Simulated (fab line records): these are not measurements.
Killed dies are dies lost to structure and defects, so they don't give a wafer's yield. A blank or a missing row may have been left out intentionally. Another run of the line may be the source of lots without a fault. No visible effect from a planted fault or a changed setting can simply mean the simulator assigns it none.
fab line records	flow nand-harc
record lots=24	wafers=72	last-day=34
route steps=1302 shown A_SOURCE_PLATE@420 A_ONON_D1@445 A_CHANNEL_HOLE_D1@464 A_CHANNEL_FILL_D1@500
lots with no fault: from the same line, run without faults
start-h: start of the lot's first displayed wafer, in hours after the record's first day	wait-h: time in hours since the lot's previous step	" repeats the value in the row above	L1.1+2: a single row standing in for several wafers	- no value, or no start given	* or withheld: withheld	< > ~ a bound
route shown NAME@n: NAME is a module with steps in the file, n the number in the route of the first one	usual: mean/standard deviation taken from wafers without a fault	same: alike in all rows	chamber/n: place in a boat	sites: each site's reading	_std_site: their standard deviation	_edge_site: mean of outer sites minus mean of inner sites	radius-mm: for every site, how far away it sits from the centre of the wafer	mask NAME#n: copy n	behind: the most recent tool/chamber to have shaped the wafer	hold: what put the lot on hold/how long, in hours/how the hold closed	device: transistor that didn't switch, given as n, p or np	end of line: tests of these same wafers at the route's end	a step given without rows: its recipe and nothing more	killed: the dies lost at the first sort to structure and to defects; this is not the yield of the wafer	map: dies across one wafer; x = killed, . = not, _ = none there
set.NAME: the setting as run; set.NAME@STEP: as run at that earlier step	model.NAME: the simulator's own value behind a step, which no gauge read
route steps across a sampled set of lots; one table per step, one row per wafer
services: when a tool's chamber went out of use (start-h, in hours from the record's first day, below 0 if earlier), for how many hours, and the reason
## steps
# step NHARC_A_SOURCE_PLATE_THK_MEAS_06
# recipe thk-meas-gauge=ellipsometry
# usual thk-nm=200.1/2.2
lot.wafer	tool	chamber	start-h	wait-h	thk-nm
L074.1	film-metro-02	-	166.76	0.4	198.1
L074.3	"	-	"	"	198.5
L074.6	"	-	"	"	197.8
L075.1	film-metro-01	-	169.80	0.4	199.3
L075.2	"	-	"	"	197.5
L075.5	"	-	"	"	196.4
L076.1	film-metro-01	-	177.28	0.4	198.6
L076.3	"	-	"	"	200.0
L076.5	"	-	"	"	198.5
L077.2	film-metro-01	-	192.04	0.4	202.5
L077.3	"	-	"	"	200.2
L077.5	"	-	"	"	201.3
L078.2	film-metro-01	-	200.12	0.4	200.8
L078.3	"	-	"	"	201.4
L078.5	"	-	"	"	197.7
L079.3	film-metro-02	-	211.26	0.4	204.1
L079.5	"	-	"	"	204.8
L079.6	"	-	"	"	203.9
L080.1	film-metro-01	-	224.74	0.4	202.0
L080.4	"	-	"	"	198.7
L080.6	"	-	"	"	197.3
L081.1	film-metro-02	-	224.74	0.4	200.3
L081.2	"	-	"	"	196.9
L081.5	"	-	"	"	198.3
L082.2	film-metro-02	-	244.16	0.4	198.0
L082.3	"	-	"	"	201.6
L082.5	"	-	"	"	200.2
L083.1	film-metro-01	-	253.71	0.4	200.6
L083.2	"	-	"	"	199.3
L083.4	"	-	"	"	198.7
L084.2	film-metro-02	-	270.81	0.4	195.8
L084.5	"	-	"	"	195.5
L084.6	"	-	"	"	199.0
L086.3	film-metro-01	-	280.62	0.4	199.7
L086.5	"	-	"	"	199.9
L086.6	"	-	"	"	200.7
L085.3	film-metro-02	-	280.62	0.4	197.4
L085.4	"	-	"	"	196.3
L085.5	"	-	"	"	200.1
L087.1	film-metro-01	-	312.45	0.4	200.0
L087.3	"	-	"	"	199.3
L087.6	"	-	"	"	197.5
L088.4	film-metro-02	-	312.45	0.4	202.4
L088.5	"	-	"	"	202.5
L088.6	"	-	"	"	202.0
L089.2	film-metro-01	-	323.49	0.4	202.6
L089.4	"	-	"	"	199.9
L089.5	"	-	"	"	200.5
L090.3	film-metro-02	-	323.49	0.4	202.0
L090.5	"	-	"	"	200.3
L090.6	"	-	"	"	199.6
L091.1	film-metro-02	-	330.20	0.4	203.1
L091.2	"	-	"	"	205.3
L091.5	"	-	"	"	203.7
L092.1	film-metro-01	-	340.03	0.4	200.8
L092.3	"	-	"	"	199.2
L092.4	"	-	"	"	199.9
L093.1	film-metro-01	-	352.58	0.4	198.9
L093.2	"	-	"	"	201.0
L093.6	"	-	"	"	200.3
L094.2	film-metro-02	-	362.09	0.4	197.3
L094.3	"	-	"	"	196.7
L094.4	"	-	"	"	197.3
L096.1	film-metro-01	-	382.00	0.4	197.2
L096.4	"	-	"	"	200.3
L096.6	"	-	"	"	200.1
L095.1	film-metro-01	-	382.01	0.4	202.3
L095.2	"	-	"	"	201.2
L095.5	"	-	"	"	201.1
L097.1	film-metro-02	-	391.69	0.4	200.6
L097.3	"	-	"	"	199.1
L097.5	"	-	"	"	200.5
# step NHARC_A_ONON_D1_THK_MEAS_30
# recipe thk-meas-gauge=ellipsometry
# usual thk-nm=999/9.9
lot.wafer	tool	chamber	start-h	wait-h	thk-nm
L074.1	film-metro-01	-	181.81	-	1002
L074.3	"	-	"	"	1003
L074.6	"	-	"	"	1003
L075.1	film-metro-01	-	182.13	-	995
L075.2	"	-	"	"	994
L075.5	"	-	"	"	995
L076.1	film-metro-02	-	190.55	-	988
L076.3	"	-	"	"	990
L076.5	"	-	"	"	990
L077.2	film-metro-01	-	206.07	-	979
L077.3	"	-	"	"	978
L077.5	"	-	"	"	978
L078.2	film-metro-02	-	213.11	-	997
L078.3	"	-	"	"	995
L078.5	"	-	"	"	995
L079.3	film-metro-02	-	224.90	-	1009
L079.5	"	-	"	"	1009
L079.6	"	-	"	"	1009
L081.1	film-metro-02	-	239.17	-	995
L081.2	"	-	"	"	992
L081.5	"	-	"	"	995
L080.1	film-metro-01	-	239.18	-	1000
L080.4	"	-	"	"	1000
L080.6	"	-	"	"	1001
L082.2	film-metro-02	-	262.67	-	1000
L082.3	"	-	"	"	1003
L082.5	"	-	"	"	1000
L083.1	film-metro-02	-	271.44	-	995
L083.2	"	-	"	"	995
L083.4	"	-	"	"	994
L084.2	film-metro-01	-	283.87	-	997
L084.5	"	-	"	"	999
L084.6	"	-	"	"	997
L085.3	film-metro-01	-	293.63	-	1001
L085.4	"	-	"	"	1000
L085.5	"	-	"	"	1002
L086.3	film-metro-02	-	293.64	-	1003
L086.5	"	-	"	"	1003
L086.6	"	-	"	"	1002
L087.1	film-metro-02	-	329.63	-	1009
L087.3	"	-	"	"	1009
L087.6	"	-	"	"	1009
L088.4	film-metro-01	-	329.63	-	1016
L088.5	"	-	"	"	1016
L088.6	"	-	"	"	1018
L090.3	film-metro-02	-	336.88	-	1009
L090.5	"	-	"	"	1008
L090.6	"	-	"	"	1009
L089.2	film-metro-01	-	336.89	-	993
L089.4	"	-	"	"	994
L089.5	"	-	"	"	995
L091.1	film-metro-02	-	343.88	-	1001
L091.2	"	-	"	"	1002
L091.5	"	-	"	"	1002
L092.1	film-metro-01	-	353.33	-	988
L092.3	"	-	"	"	988
L092.4	"	-	"	"	987
L093.1	film-metro-02	-	371.08	-	1028
L093.2	"	-	"	"	1027
L093.6	"	-	"	"	1030
L094.2	film-metro-01	-	375.06	-	989
L094.3	"	-	"	"	990
L094.4	"	-	"	"	990
L095.1	film-metro-02	-	394.74	-	996
L095.2	"	-	"	"	996
L095.5	"	-	"	"	996
L096.1	film-metro-01	-	394.75	-	1000
L096.4	"	-	"	"	1000
L096.6	"	-	"	"	1000
L097.1	film-metro-02	-	404.44	-	995
L097.3	"	-	"	"	996
L097.5	"	-	"	"	995
# step NHARC_A_CHANNEL_HOLE_D1_INSPECT_12
# usual raw-defect-count=6/3.2
lot.wafer	tool	chamber	start-h	wait-h	raw-defect-count
L074.1	defect-inspect-02	-	185.18	0.0	5
L074.3	"	-	"	"	7
L074.6	"	-	"	"	4
L075.1	defect-inspect-02	-	185.52	0.0	4
L075.2	"	-	"	"	6
L075.5	"	-	"	"	12
L076.1	defect-inspect-01	-	194.01	0.0	12
L076.3	"	-	"	"	5
L076.5	"	-	"	"	8
L077.2	defect-inspect-02	-	213.40	0.0	6
L077.3	"	-	"	"	5
L077.5	"	-	"	"	5
L078.2	defect-inspect-01	-	217.08	0.0	1
L078.3	"	-	"	"	2
L078.5	"	-	"	"	1
L079.3	defect-inspect-01	-	230.12	0.0	5
L079.5	"	-	"	"	12
L079.6	"	-	"	"	5
L081.1	defect-inspect-02	-	244.88	0.0	1
L081.2	"	-	"	"	2
L081.5	"	-	"	"	4
L080.1	defect-inspect-02	-	245.05	0.0	3
L080.4	"	-	"	"	3
L080.6	"	-	"	"	3
L082.2	defect-inspect-01	-	265.93	0.0	9
L082.3	"	-	"	"	4
L082.5	"	-	"	"	6
L083.1	defect-inspect-02	-	274.91	0.0	2
L083.2	"	-	"	"	3
L083.4	"	-	"	"	5
L084.2	defect-inspect-02	-	288.32	0.0	5
L084.5	"	-	"	"	7
L084.6	"	-	"	"	11
L086.3	defect-inspect-02	-	297.27	0.0	12
L086.5	"	-	"	"	7
L086.6	"	-	"	"	10
L085.3	defect-inspect-01	-	297.62	0.0	8
L085.4	"	-	"	"	2
L085.5	"	-	"	"	6
L088.4	defect-inspect-01	-	332.91	0.0	8
L088.5	"	-	"	"	5
L088.6	"	-	"	"	7
L087.1	defect-inspect-02	-	333.74	0.0	6
L087.3	"	-	"	"	6
L087.6	"	-	"	"	4
L090.3	defect-inspect-01	-	340.85	0.0	10
L090.5	"	-	"	"	5
L090.6	"	-	"	"	9
L089.2	defect-inspect-02	-	341.01	0.0	8
L089.4	"	-	"	"	9
L089.5	"	-	"	"	6
L091.1	defect-inspect-02	-	349.03	0.0	3
L091.2	"	-	"	"	4
L091.5	"	-	"	"	7
L092.1	defect-inspect-02	-	356.62	0.0	5
L092.3	"	-	"	"	7
L092.4	"	-	"	"	4
L093.1	defect-inspect-02	-	377.82	0.0	5
L093.2	"	-	"	"	8
L093.6	"	-	"	"	7
L094.2	defect-inspect-02	-	379.68	0.0	9
L094.3	"	-	"	"	5
L094.4	"	-	"	"	6
L095.1	defect-inspect-02	-	401.09	0.0	5
L095.2	"	-	"	"	7
L095.5	"	-	"	"	4
L096.1	defect-inspect-01	-	401.64	0.0	5
L096.4	"	-	"	"	4
L096.6	"	-	"	"	6
L097.1	defect-inspect-02	-	411.59	0.0	5
L097.3	"	-	"	"	6
L097.5	"	-	"	"	8
# step NHARC_A_CHANNEL_HOLE_D1_CD_MEAS_18
# usual cd-nm=99/3.3
lot.wafer	tool	chamber	start-h	wait-h	cd-nm
L074.1	cd-sem-03	-	186.37	-	96
L074.3	"	-	"	"	104
L074.6	"	-	"	"	98
L075.1	cd-sem-02	-	186.70	-	98
L075.2	"	-	"	"	96
L075.5	"	-	"	"	98
L076.1	cd-sem-01	-	195.18	-	96
L076.3	"	-	"	"	94
L076.5	"	-	"	"	93
L077.2	cd-sem-02	-	214.58	-	106
L077.3	"	-	"	"	97
L077.5	"	-	"	"	101
L078.2	cd-sem-02	-	218.26	-	100
L078.3	"	-	"	"	103
L078.5	"	-	"	"	100
L079.3	cd-sem-02	-	231.29	-	100
L079.5	"	-	"	"	102
L079.6	"	-	"	"	98
L081.1	cd-sem-02	-	246.23	-	96
L081.2	"	-	"	"	107
L081.5	"	-	"	"	101
L080.1	cd-sem-01	-	246.67	-	104
L080.4	"	-	"	"	100
L080.6	"	-	"	"	100
L082.2	cd-sem-03	-	267.10	-	98
L082.3	"	-	"	"	102
L082.5	"	-	"	"	102
L083.1	cd-sem-02	-	276.08	-	98
L083.2	"	-	"	"	105
L083.4	"	-	"	"	99
L084.2	cd-sem-02	-	289.50	-	106
L084.5	"	-	"	"	95
L084.6	"	-	"	"	104
L085.3	cd-sem-02	-	298.81	-	98
L085.4	"	-	"	"	101
L085.5	"	-	"	"	101
L086.3	cd-sem-03	-	298.90	-	102
L086.5	"	-	"	"	103
L086.6	"	-	"	"	104
L088.4	cd-sem-03	-	334.08	-	107
L088.5	"	-	"	"	104
L088.6	"	-	"	"	101
L087.1	cd-sem-02	-	334.94	-	96
L087.3	"	-	"	"	94
L087.6	"	-	"	"	97
L090.3	cd-sem-03	-	342.19	-	99
L090.5	"	-	"	"	93
L090.6	"	-	"	"	98
L089.2	cd-sem-02	-	342.63	-	93
L089.4	"	-	"	"	103
L089.5	"	-	"	"	96
L091.1	cd-sem-03	-	350.20	-	97
L091.2	"	-	"	"	96
L091.5	"	-	"	"	99
L092.1	cd-sem-02	-	357.81	-	102
L092.3	"	-	"	"	92
L092.4	"	-	"	"	101
L093.1	cd-sem-01	-	378.99	-	97
L093.2	"	-	"	"	99
L093.6	"	-	"	"	95
L094.2	cd-sem-01	-	380.86	-	98
L094.3	"	-	"	"	94
L094.4	"	-	"	"	94
L095.1	cd-sem-02	-	402.41	-	102
L095.2	"	-	"	"	97
L095.5	"	-	"	"	106
L096.1	cd-sem-01	-	402.81	-	97
L096.4	"	-	"	"	100
L096.6	"	-	"	"	94
L097.1	cd-sem-02	-	412.76	-	98
L097.3	"	-	"	"	100
L097.5	"	-	"	"	99
# step NHARC_A_CHANNEL_HOLE_D1_CD_MEAS_30
# usual cd-nm=89.5/1.6
lot.wafer	tool	chamber	start-h	wait-h	cd-nm
L074.1	cd-sem-03	-	191.98	-	86.9
L074.3	"	-	"	"	88.8
L074.6	"	-	"	"	86.2
L075.1	cd-sem-03	-	192.73	-	89.7
L075.2	"	-	"	"	88.5
L075.5	"	-	"	"	88.5
L076.1	cd-sem-03	-	200.74	-	87.4
L076.3	"	-	"	"	88.8
L076.5	"	-	"	"	88.4
L077.2	cd-sem-02	-	220.20	0.1	90.4
L077.3	"	-	"	"	90.1
L077.5	"	-	"	"	89.4
L078.2	cd-sem-03	-	224.33	-	87.9
L078.3	"	-	"	"	89.1
L078.5	"	-	"	"	89.2
L079.3	cd-sem-03	-	237.14	-	90.1
L079.5	"	-	"	"	90.6
L079.6	"	-	"	"	87.3
L081.1	cd-sem-01	-	253.22	-	88.0
L081.2	"	-	"	"	93.5
L081.5	"	-	"	"	92.8
L080.1	cd-sem-02	-	255.73	-	89.2
L080.4	"	-	"	"	88.2
L080.6	"	-	"	"	86.9
L082.2	cd-sem-03	-	272.69	-	92.5
L082.3	"	-	"	"	88.0
L082.5	"	-	"	"	89.0
L083.1	cd-sem-03	-	282.28	-	91.0
L083.2	"	-	"	"	90.6
L083.4	"	-	"	"	86.7
L084.2	cd-sem-02	-	295.07	-	90.0
L084.5	"	-	"	"	91.6
L084.6	"	-	"	"	88.9
L085.3	cd-sem-02	-	308.42	-	88.2
L085.4	"	-	"	"	89.8
L085.5	"	-	"	"	92.0
L086.3	cd-sem-02	-	308.66	-	88.1
L086.5	"	-	"	"	90.0
L086.6	"	-	"	"	90.3
L088.4	cd-sem-01	-	341.55	-	89.2
L088.5	"	-	"	"	89.4
L088.6	"	-	"	"	89.1
L087.1	cd-sem-03	-	345.08	-	89.2
L087.3	"	-	"	"	87.4
L087.6	"	-	"	"	88.0
L090.3	cd-sem-02	-	349.25	-	88.1
L090.5	"	-	"	"	89.2
L090.6	"	-	"	"	89.3
L089.2	cd-sem-01	-	349.59	-	89.6
L089.4	"	-	"	"	88.8
L089.5	"	-	"	"	89.1
L091.1	cd-sem-03	-	358.68	-	85.2
L091.2	"	-	"	"	88.5
L091.5	"	-	"	"	85.8
L092.1	cd-sem-01	-	363.38	-	89.8
L092.3	"	-	"	"	86.5
L092.4	"	-	"	"	89.8
L093.1	cd-sem-01	-	384.58	-	89.9
L093.2	"	-	"	"	91.2
L093.6	"	-	"	"	91.9
L094.2	cd-sem-02	-	388.90	-	92.5
L094.3	"	-	"	"	86.3
L094.4	"	-	"	"	89.9
L095.1	cd-sem-01	-	408.02	-	94.0
L095.2	"	-	"	"	88.7
L095.5	"	-	"	"	89.1
L096.1	cd-sem-01	-	411.95	-	88.5
L096.4	"	-	"	"	88.9
L096.6	"	-	"	"	88.8
L097.1	cd-sem-02	-	418.34	-	88.2
L097.3	"	-	"	"	93.4
L097.5	"	-	"	"	89.2
# step NHARC_A_CHANNEL_FILL_D1_ETCHBACK_20
# recipe target-depth-a=270	time-s=13.5	c4f8-flow-sccm=withheld	o2-flow-sccm=8	ar-flow-sccm=withheld	rf-w=600	bias-w=1500	chemistry=C4F8/O2/Ar
# usual chamber-pressure-mTorr=24.999/0.021	oes-product-au=0.96/0.039	rf-vpp-V=977/5.5
lot.wafer	tool	chamber	start-h	wait-h	chamber-pressure-mTorr	oes-product-au	rf-hours-counter-h	rf-vpp-V
L074.1	rie-diel-09	2	216.36	-	25.021	0.99	2.4	978
L074.3	"	3	"	"	24.980	0.98	3.0	978
L074.6	"	2	"	"	25.028	0.99	-	978
L075.1	rie-diel-04	3	216.36	-	24.964	0.99	1.4	977
L075.2	"	0	"	"	25.001	0.99	1.6	970
L075.5	"	3	"	"	24.997	0.98	-	977
L076.3	rie-diel-04	1	225.23	-	24.993	1.00	2.6	983
L076.1	"	3	"	"	25.008	1.00	2.1	977
L076.5	"	0	"	"	25.008	1.02	-	969
L077.3	rie-diel-04	1	245.13	-	25.010	1.01	4.0	985
L077.2	"	2	"	"	24.996	1.01	4.1	977
L077.5	"	0	"	"	25.004	1.02	-	969
L078.3	rie-diel-04	0	248.80	-	25.015	1.01	3.6	970
L078.2	"	1	"	"	24.991	1.01	4.1	985
L078.5	"	0	"	"	25.024	1.02	-	969
L079.3	rie-diel-04	0	261.90	-	25.002	0.93	4.1	967
L079.6	"	3	"	"	25.024	0.91	-	976
L079.5	"	0	"	"	25.014	0.92	-	968
L080.1	rie-diel-09	1	282.08	-	24.974	0.92	6.2	979
L080.4	"	2	"	"	25.019	0.93	5.7	978
L080.6	"	2	"	"	25.032	0.94	-	979
L081.1	rie-diel-02	2	282.09	-	25.003	1.01	2.1	973
L081.2	"	3	"	"	24.986	1.01	1.1	979
L081.5	"	1	"	"	25.017	1.00	-	986
L082.3	rie-diel-04	1	297.52	-	25.024	0.93	7.2	985
L082.2	"	3	"	"	24.980	0.99	5.7	977
L082.5	"	1	"	"	24.969	0.92	-	985
L083.1	rie-diel-09	3	308.58	-	25.023	0.90	8.3	976
L083.2	"	0	"	"	24.960	0.92	8.8	969
L083.4	"	2	"	"	25.024	0.93	6.8	979
L084.2	rie-diel-04	1	321.43	-	25.005	0.93	8.2	985
L084.6	"	1	"	"	24.988	0.93	-	987
L084.5	"	2	"	"	24.987	0.92	-	976
L085.4	rie-diel-04	3	333.27	-	25.015	0.92	7.4	977
L085.3	"	0	"	"	24.992	0.95	8.2	969
L085.5	"	2	"	"	24.997	0.92	-	976
L086.3	rie-diel-09	3	333.28	-	24.961	0.99	0.2	976
L086.5	"	0	"	"	24.985	1.01	-	969
L086.6	"	1	"	"	24.997	0.99	-	980
L088.4	rie-diel-02	3	366.15	-	25.009	0.93	5.3	982
L088.5	"	0	"	"	25.008	0.93	-	968
L088.6	"	1	"	"	24.992	0.92	-	985
L087.3	rie-diel-02	3	370.37	-	24.974	0.93	5.3	980
L087.1	"	0	"	"	24.997	0.92	5.9	971
L087.6	"	3	"	"	25.016	0.92	-	981
L089.2	rie-diel-09	1	374.15	-	25.005	0.99	2.5	980
L089.4	"	0	"	"	25.006	1.00	3.3	970
L089.5	"	1	"	"	24.976	0.98	-	980
L090.3	rie-diel-02	0	374.17	-	25.015	0.93	5.9	970
L090.6	"	1	"	"	24.996	0.92	-	984
L090.5	"	2	"	"	25.021	0.92	-	975
L091.2	rie-diel-02	3	386.00	-	24.989	0.91	6.5	980
L091.1	"	0	"	"	25.022	0.92	7.0	970
L091.5	"	1	"	"	25.005	0.92	-	983
L092.3	rie-diel-04	3	390.25	-	25.047	0.92	1.8	976
L092.4	"	0	"	"	24.980	0.92	2.1	969
L092.1	"	1	"	"	24.964	0.94	2.2	985
L094.3	rie-diel-09	0	412.54	-	25.012	0.93	4.5	968
L094.2	"	2	"	"	25.009	0.93	3.9	979
L094.4	"	3	"	"	25.025	0.91	4.1	976
L093.2	rie-diel-02	2	412.54	-	25.020	1.00	0.1	974
L093.1	"	0	"	"	25.011	0.99	0.1	970
L093.6	"	3	"	"	25.043	1.00	-	981
L095.1	rie-diel-04	3	432.58	-	24.981	1.00	4.8	976
L095.2	"	1	"	"	25.001	1.03	5.8	984
L095.5	"	3	"	"	24.988	1.00	-	976
L096.1	rie-diel-04	3	438.17	-	24.982	0.92	5.4	977
L096.4	"	0	"	"	25.023	0.91	-	970
L096.6	"	3	"	"	25.001	0.93	-	975
L097.3	rie-diel-09	2	443.34	-	24.969	0.92	5.4	980
L097.1	"	3	"	"	25.001	0.91	5.6	976
L097.5	"	3	"	"	24.993	0.91	-	976
## services
tool	chamber	start-h	hours	kind
rie-diel-02	0	192.63	1.2	repair
rie-diel-04	3	202.26	9.3	repair
rie-diel-04	0	211.40	-	clean
rie-diel-04	1	211.40	-	clean
rie-diel-04	2	211.40	-	clean
rie-diel-02	2	212.08	1.7	repair
rie-diel-02	-	216.70	9.0	pm
rie-diel-02	3	228.12	17.8	repair
rie-diel-04	3	233.51	8.7	repair
rie-diel-04	0	235.90	-	clean
rie-diel-04	1	235.90	-	clean
rie-diel-04	2	235.90	-	clean
rie-diel-04	0	260.40	-	clean
rie-diel-04	1	260.40	-	clean
rie-diel-04	2	260.40	-	clean
rie-diel-04	3	260.40	-	clean
rie-diel-09	-	320.10	9.0	pm
rie-diel-04	-	354.90	9.0	pm
rie-diel-02	-	368.08	1.9	repair
rie-diel-02	-	393.70	9.0	pm
rie-diel-09	3	395.27	16.7	repair
rie-diel-09	0	396.49	3.7	repair
rie-diel-04	3	401.26	2.6	repair
rie-diel-04	2	437.26	23.7	repair
## key
fault none
